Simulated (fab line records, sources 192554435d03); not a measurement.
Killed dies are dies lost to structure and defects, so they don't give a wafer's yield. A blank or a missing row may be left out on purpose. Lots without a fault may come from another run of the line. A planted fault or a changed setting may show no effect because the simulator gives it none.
A struck lot beside a sound one | flow n5_finfet | 19 steps out of a route of 1938
Sound: wafers L684.1, L684.3, L684.6. Struck: wafer L688.5. (L688.4, L688.6 of the same lot were not struck and are left out.) The cause comes at the end.
At each step with rows: each side's tool, then ch and its chambers, then its first start. Under that, the readings that differ: sound wafers | struck wafers | difference of the means | sigmas: that difference in standard deviations of wafers without a fault.
alike: readings whose means differ by less than 2 such deviations, and words and numbers that are the same on both sides. not compared: withheld readings, readings that some wafer has no value for, bounds like >300 that may hide the same value, and numbers for which the record gives no deviation and whose values overlap.
The two part at a step that has a row with sigmas, a row that says differs or no value, or rows on one side only. Numbers that don't overlap but have no deviation are shown without sigmas and don't part them. A reading that every wafer of one side lacks parts them only if that side has two wafers or more.

first, 6 steps without rows for these wafers: N5_BEOL_M3_COAT_05 (resist thk 30 nm); N5_BEOL_M3_EBR_07; N5_BEOL_M3_SOFTBAKE_06 (time 60 s); N5_BEOL_M3_EXPOSE_08 (exposes mask M3); N5_BEOL_M3_PEB_09 (peb time 60 s); N5_BEOL_M3_DEVELOP_10 (develop time 30 s).
N5_BEOL_M3_CD_MEAS_11: target cd 17.05 nm.
  sound on cd_sem-03 ch 0, day 7 15:46; struck on cd_sem-03 ch 0, day 8 16:32
  alike: cd_nm
N5_BEOL_M3_OVL_MEAS_12:
  sound on overlay-02 ch 0, day 7 15:48; struck on overlay-01 ch 0, day 8 16:34
  alike: M3_OVL
N5_BEOL_M3_INSPECT_13: inspects for defects (brightfield).
  sound on defect_inspect-01, day 7 15:51; struck on defect_inspect-02, day 8 16:37
  alike: raw_defect_count
N5_BEOL_M3_DESCUM_16: chemistry O2, time 7 s.
  sound on rie_diel-03 ch 2,3, day 7 16:04; struck on rie_diel-03 ch 2, day 8 16:50
  alike: drypump_motor_current_A, oes_product_au, rf_vpp_V, showerhead_plenum_p_Torr, throttle_valve_pct
  not compared: rf_hours_counter_h
N5_BEOL_M3_ETCH_74: etches underlayer in N2/H2, target depth 6.5 nm, time 5.2 s.
  sound on rie_diel-03 ch 2,3, day 7 16:06; struck on rie_diel-03 ch 2, day 8 16:51
  alike: drypump_motor_current_A, etch_rf_on_time_s, h2_flow_sccm, n2_flow_sccm, oes_product_au, rf_vpp_V, showerhead_plenum_p_Torr, throttle_valve_pct
  not compared: rf_hours_counter_h
N5_BEOL_M3_ETCH_63: etches SiARC in CF4, target depth 15.6 nm, time 26 s.
  sound on rie_diel-03 ch 2,3, day 7 16:07; struck on rie_diel-03 ch 2, day 8 16:52
  reading      | sound             | struck | difference | sigmas
  rf_vpp_V (V) | 184.0 183.4 183.4 | 186.4  | +2.8       | +2
  alike: cf4_flow_sccm, drypump_motor_current_A, etch_rf_on_time_s, oes_product_au, showerhead_plenum_p_Torr, throttle_valve_pct
  not compared: rf_hours_counter_h
N5_BEOL_M3_ETCH_64: etches SOC in N2/H2, target depth 75 nm, overetch 15 nm, time 112.5 s.
  sound on rie_diel-03 ch 2,3, day 7 16:08; struck on rie_diel-03 ch 2, day 8 16:56
  reading                                    | sound             | struck | difference | sigmas
  n2_flow_sccm (sccm)                        | 201.5 200.6 200.1 | 199.1  | -1.6       | -3
  model.SiARC_of_BEOL_M3_COAT_62.thk_nm (nm) | 7 6.6 6.6         | 5.8    | -0.9       |
  model.BEOL_M3.cd_offset_nm (nm)            | 0 0.4 0.4         | 0.6    | +0.3       |
  alike: drypump_motor_current_A, h2_flow_sccm, oes_product_au, rf_vpp_V, showerhead_plenum_p_Torr, throttle_valve_pct
  not compared: rf_hours_counter_h
then, 2 steps without rows for these wafers: N5_BEOL_M3_STRIP_65 (strips in N2/H2); N5_BEOL_M3_STRIP_75 (strips in N2/H2).
N5_BEOL_M3_STRIP_66: strips in CF4.
  sound on rie_diel-03 ch 2,3, day 7 16:16; struck on rie_diel-03 ch 2, day 8 17:02
  alike: cf4_flow_sccm, drypump_motor_current_A, oes_product_au, rf_vpp_V, showerhead_plenum_p_Torr, throttle_valve_pct
  not compared: rf_hours_counter_h
N5_BEOL_M3_HM_OPEN_17: chemistry Cl2/BCl3, target TiN, target depth 20 nm, overetch 6 nm.
  sound on rie_metal-02 ch 0,1, day 7 16:19; struck on rie_metal-03 ch 1, day 8 17:05
  reading                  | sound             | struck | difference | sigmas
  model.etch.depth_nm (nm) | 20.18 20.16 19.99 | 17.48  | -2.63      |
  alike: drypump_motor_current_A, oes_product_au, throttle_valve_pct
  not compared: rf_hours_counter_h, model.BEOL_M3.cd_offset_nm
N5_BEOL_M3_STRIP_19: strips in O2.
  sound on rie_diel-02 ch 0,2,3, day 7 16:34; struck on rie_diel-03 ch 0, day 8 17:12
  alike: drypump_motor_current_A, oes_product_au, rf_vpp_V, showerhead_plenum_p_Torr, throttle_valve_pct
  not compared: rf_hours_counter_h
-- the record jumps here: 2 days lie between the struck wafers' starts before and after (it left off in module BEOL_M3 and takes up again in module BEOL_M4, whose first step shown is number 1111 of the route) --
N5_BEOL_M4_RC_MEAS_101:
  sound on prober-02 ch 0, day 9 01:44; struck on prober-02 ch 0, day 11 02:08
  reading       | sound          | struck | difference | sigmas
  DIBL_N (mV/V) | 38.4 36.9 36.8 | 32.3   | -5.1       | -3
  DIBL_P (mV/V) | 38.5 37.4 37.4 | 32.2   | -5.6       | -3
  VT_N (mV)     | 249 252 252    | 259    | +8         | +2
  alike: IOFF_N, IOFF_P, ION_N, ION_P, SS_N, SS_P, VT_P

WHERE THEY PART
First at N5_BEOL_M3_ETCH_63; last, within this record, at N5_BEOL_M4_RC_MEAS_101.

WHY: what the simulator had put in
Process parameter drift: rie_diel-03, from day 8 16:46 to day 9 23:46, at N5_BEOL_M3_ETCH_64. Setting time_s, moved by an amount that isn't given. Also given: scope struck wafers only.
